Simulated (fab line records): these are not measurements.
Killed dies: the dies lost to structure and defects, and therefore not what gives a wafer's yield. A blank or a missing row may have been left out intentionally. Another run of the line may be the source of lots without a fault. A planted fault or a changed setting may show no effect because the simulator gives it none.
A struck lot beside a sound one | flow n5_finfet | 16 steps out of a route of 1938
Sound: these wafers, L934.1, L934.3, L934.4. The struck wafers were L932.1, L932.2, L932.4. The cause is given at the end.
Order at every step that has rows: each side's tool, ch and its chambers, its first start. Under that, the readings that differ: sound wafers | struck wafers | difference of the means | sigmas: that difference in standard deviations of wafers without a fault.
alike: same words and numbers on both sides, and readings whose means sit less than 2 such deviations apart. not compared: any withheld reading, any reading some wafer has no value for, any bound like >300 that may hide the same value, and any number with overlapping values for which the record gives no deviation.
A row with sigmas, a row that says differs or no value, or rows on one side alone: a step with any of these is where the two part. Numbers that have no deviation but don't overlap get no sigmas and don't part them. A reading missing from all wafers of one side parts the sides only when that side holds two or more wafers.

N5_BEOL_M2_ANNEAL_49: time 240 s.
  sound: pvd_sputter-01 at day 12 19:26; struck: pvd_sputter-01 at day 12 05:28
  alike: heater_power_w, susceptor_temp_C, susceptor_temp_C_max
N5_BEOL_M2_SPUTTER_79: material Cu, target thk 4.5 nm, time 8.29 s.
  sound: pvd_sputter-01 at day 12 19:34; struck: pvd_sputter-01 at day 12 05:36
  alike: susceptor_temp_C, throttle_valve_pct
then, 1 step without rows for these wafers: N5_BEOL_M2_ANNEAL_80 (time 240 s).
N5_BEOL_M2_SPUTTER_81: material Cu, target thk 4.5 nm, time 8.29 s.
  sound: pvd_sputter-01 at day 12 19:47; struck: pvd_sputter-01 at day 12 05:49
  alike: susceptor_temp_C, throttle_valve_pct
then, 2 steps without rows for these wafers: N5_BEOL_M2_ANNEAL_82 (time 240 s); N5_BEOL_M2_SPUTTER_86 (material Cu, target thk 4.5 nm, time 8.29 s).
N5_BEOL_M2_ANNEAL_87: time 240 s.
  sound: pvd_sputter-01 at day 12 20:05; struck: pvd_sputter-01 at day 12 06:07
  alike: heater_power_w, susceptor_temp_C, susceptor_temp_C_max
then, 1 step without rows for these wafers: N5_BEOL_M2_SPUTTER_88 (material Cu, target thk 4.5 nm, time 8.29 s).
N5_BEOL_M2_ANNEAL_89: time 240 s.
  sound: pvd_sputter-01 at day 12 20:19; struck: pvd_sputter-01 at day 12 06:20
  alike: heater_power_w, susceptor_temp_C, susceptor_temp_C_max
then, 3 steps without rows for these wafers: N5_BEOL_M2_SPUTTER_90 (material Cu, target thk 4.5 nm, time 8.29 s); N5_BEOL_M2_ANNEAL_91 (time 240 s); N5_BEOL_M2_SPUTTER_92 (material Cu, target thk 4.5 nm, time 8.29 s).
N5_BEOL_M2_ANNEAL_93: time 240 s.
  sound: pvd_sputter-01 at day 12 20:45; struck: pvd_sputter-01 at day 12 06:47
  no value came back on the struck wafers for heater_power_w (W), susceptor_temp_C (C), susceptor_temp_C_max; on the sound wafers heater_power_w (W) reads 792 711 829
then, 1 step without rows for these wafers: N5_BEOL_M2_SPUTTER_94 (material Cu, target thk 4.5 nm, time 8.29 s).
-- record jumps: 3 days separate the struck wafers' starts on either side; left off in module BEOL_M2, taken up again in module BEOL_M4, whose first shown step is the route's number 1111 --
N5_BEOL_M4_RC_MEAS_101:
  sound on prober-02 ch 0, day 15 18:53; struck on prober-01 ch 0, day 14 23:28
  reading   | sound                | struck               | difference | sigmas
  VT_P (mV) | -244.9 -245.8 -246.3 | -249.9 -251.2 -252.8 | -5.6       | -2
  alike: DIBL_N, DIBL_P, IOFF_N, IOFF_P, ION_N, ION_P, SS_N, SS_P, VT_N
next, for these wafers, 1 step has no rows: N5_PASSIVATION_PROBE_49.

## WHERE THEY PART
Last at N5_BEOL_M4_RC_MEAS_101 as far as this record goes, first at N5_BEOL_M2_ANNEAL_93.

WHY: whatever the simulator had introduced
At N5_BEOL_M2_ANNEAL_93, the step was skipped entirely on pvd_sputter-01 from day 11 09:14 on. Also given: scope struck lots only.
